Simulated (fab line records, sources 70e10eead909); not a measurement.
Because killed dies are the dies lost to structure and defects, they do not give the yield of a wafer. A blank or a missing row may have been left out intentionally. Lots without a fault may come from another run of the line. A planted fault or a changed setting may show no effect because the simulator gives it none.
Which tool is to blame? | flow nand_harc | Sampling: 6 lots, 18 wafers, 5 of 1302 route steps

WHAT EACH GAUGE READ, for each wafer
NHARC_END_SORT_01.
lot  | measured     | on        | killed_at_array
L667 | day 27 07:04 | prober-02 | 104 89 674

EACH LOT AND THE TOOL THAT RAN IT (in order: tool; ch and the chambers of the sampled wafers; start)
lot  | NHARC_A_SLIT_ETCH_15                          | NHARC_A_SLIT_ETCH_26             | NHARC_A_WL_FILL_ALD_02              | NHARC_A_WL_FILL_ETCHBACK_16
L665 | rie_diel-11 ch 2,3, day 20 19:10 or earlier   | har_etch-02 ch 0,1, day 20 19:10 | ald_metal-04 ch 0,2, day 21 05:47   | rie_diel-05 ch 1,2,3, day 21 17:51
L667 | rie_diel-11 ch 1,2,3, day 22 15:35 or earlier | har_etch-01 ch 0,1, day 22 15:35 | ald_metal-02 ch 0,3, day 23 00:10   | rie_diel-13 ch 0,1,3, day 23 09:51
L680 | rie_diel-11 ch 0,1,2, day 25 23:46 or earlier | har_etch-02 ch 0,1, day 25 23:46 | ald_metal-01 ch 0,1,2, day 26 08:23 | rie_diel-13 ch 1,2,3, day 26 19:12
L681 | rie_diel-08 ch 0,2,3, day 27 23:07 or earlier | har_etch-01 ch 1, day 27 23:07   | ald_metal-01 ch 0,1,3, day 28 07:37 | rie_diel-13 ch 0,2,3, day 28 22:13
L683 | rie_diel-11 ch 0,1,3, day 28 02:47 or earlier | har_etch-02 ch 0,1, day 28 02:47 | ald_metal-01 ch 0,1,2, day 28 11:35 | rie_diel-13 ch 0,3, day 28 22:34
L684 | rie_diel-06 ch 0,1,2, day 28 18:01 or earlier | har_etch-01 ch 0,1, day 28 18:01 | ald_metal-04 ch 2,3, day 29 01:44   | rie_diel-04 ch 1,2, day 29 12:53
- NHARC_A_SLIT_ETCH_15: etches the open film in O2/COS, target depth 6200 nm, time 1612 s.
- NHARC_A_SLIT_ETCH_26: etches the open film in C4F8/O2/Ar, time 90 s, target depth 400 nm.
- NHARC_A_WL_FILL_ALD_02: deposits TiN, target thk 2 nm, pulse time 3 s, ald cycles 100.
- NHARC_A_WL_FILL_ETCHBACK_16: etches the open film in C4F8/O2/Ar, target depth 120 nm, time 24 s.

THE ANSWER, worked out from the rows above alone
Rule: what is usual is taken from the lots themselves. Put in order of their means at a reading, lots are off if they are a third of the lots or fewer, leave a main group of 4 or more, and stand apart from it by a gap of 3 or more times the standard deviation of the main group's means; of several such gaps the widest counts. A main group whose means are all the same, to the digits that the tables above print for the reading, isn't used. Also off: a lot with no number at a reading for which 4 or more lots have one. All remaining lots with rows at the step are treated as sound.
Across all readings shown, no lot is off: no conclusion can be drawn from this.

WHAT THE SIMULATOR PUT IN
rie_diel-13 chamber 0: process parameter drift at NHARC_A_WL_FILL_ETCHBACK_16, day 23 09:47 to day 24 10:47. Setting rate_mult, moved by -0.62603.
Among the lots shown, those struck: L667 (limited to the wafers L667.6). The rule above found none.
